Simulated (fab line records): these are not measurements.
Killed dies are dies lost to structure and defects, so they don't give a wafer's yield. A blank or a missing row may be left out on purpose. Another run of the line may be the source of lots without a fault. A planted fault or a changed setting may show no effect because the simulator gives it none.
Matching of chambers | flow n5_finfet | N5_BEOL_M14_ILD_DEP_00 on pecvd-01 has 3 sister chambers
The step deposits SiO2 from TEOS/O2, target thk 1119.3 nm, time 237.4 s. 16 wafers are shown with their chamber, then 8 later ones without.

WAFERS PAIRED WITH THEIR CHAMBERS
wafer  | chamber | throttle_valve_pct (%) | showerhead_plenum_p_Torr (Torr) | rf_fwd_power_W (W)
L257.1 | 1       | 18.7                   | 8.29                            | 900
L257.3 | 1       | 19.0                   | 8.28                            | 897
L257.5 | 1       | 18.7                   | 8.28                            | 904
L258.2 | 2       | 17.3                   | 8.34                            | 897
L258.6 | 2       | 17.1                   | 8.35                            | 898
L260.2 | 2       | 17.0                   | 8.34                            | 896
L260.3 | 1       | 18.7                   | 8.30                            | 896
L261.1 | 0       | 17.8                   | 8.38                            | 894
L261.4 | 2       | 17.1                   | 8.34                            | 899
L261.6 | 0       | 17.7                   | 8.38                            | 892
L266.1 | 2       | 17.1                   | 8.36                            | 903
L266.2 | 0       | 17.7                   | 8.38                            | 899
L266.5 | 2       | 17.1                   | 8.36                            | 898
L265.1 | 2       | 17.2                   | 8.36                            | 897
L265.3 | 1       | 18.7                   | 8.28                            | 891
L275.1 | 0       | 17.6                   | 8.41                            | 898

SIGNATURES, as means of the wafers listed above
reading                  | chamber 0 | chamber 1 | chamber 2 | scatter within a chamber
throttle_valve_pct       | 17.700    | 18.760    | 17.129    | 0.106
showerhead_plenum_p_Torr | 8.3875    | 8.2860    | 8.3500    | 0.0111
rf_fwd_power_W           | 895.75    | 897.60    | 898.29    | 3.48
Rule: a wafer's distance from a chamber is the root of the sum, over the readings, of the square of ((its reading less the chamber's mean) divided by the reading's scatter). If the next closest chamber is less than 2 further off than the closest, the wafer can't be placed; otherwise it belongs to the closest. The scatter: take each reading less its chamber's mean, square it, sum over the shown wafers, divide by the number of wafers less the number of chambers, and take the root.

WAFERS WITH NO CHAMBER GIVEN
wafer  | throttle_valve_pct (%) | showerhead_plenum_p_Torr (Torr) | rf_fwd_power_W (W)
L275.2 | 17.3                   | 8.36                            | 901
L275.3 | 18.6                   | 8.29                            | 899
L279.2 | 17.6                   | 8.41                            | 898
L279.3 | 18.9                   | 8.30                            | 894
L279.6 | 18.7                   | 8.32                            | 895
L280.1 | 17.6                   | 8.39                            | 893
L280.3 | 17.2                   | 8.35                            | 897
L280.6 | 17.8                   | 8.38                            | 894

WHICH CHAMBER EACH ONE RAN IN
wafer  | from the rows above | in truth
L275.2 | 2                   | 2
L275.3 | 1                   | 1
L279.2 | 0                   | 0
L279.3 | 1                   | 1
L279.6 | 1                   | 1
L280.1 | 0                   | 0
L280.3 | 2                   | 2
L280.6 | 0                   | 0
Placed correctly: 8 of 8. From these rows, 0 cannot be placed. Wrongly placed: 0.
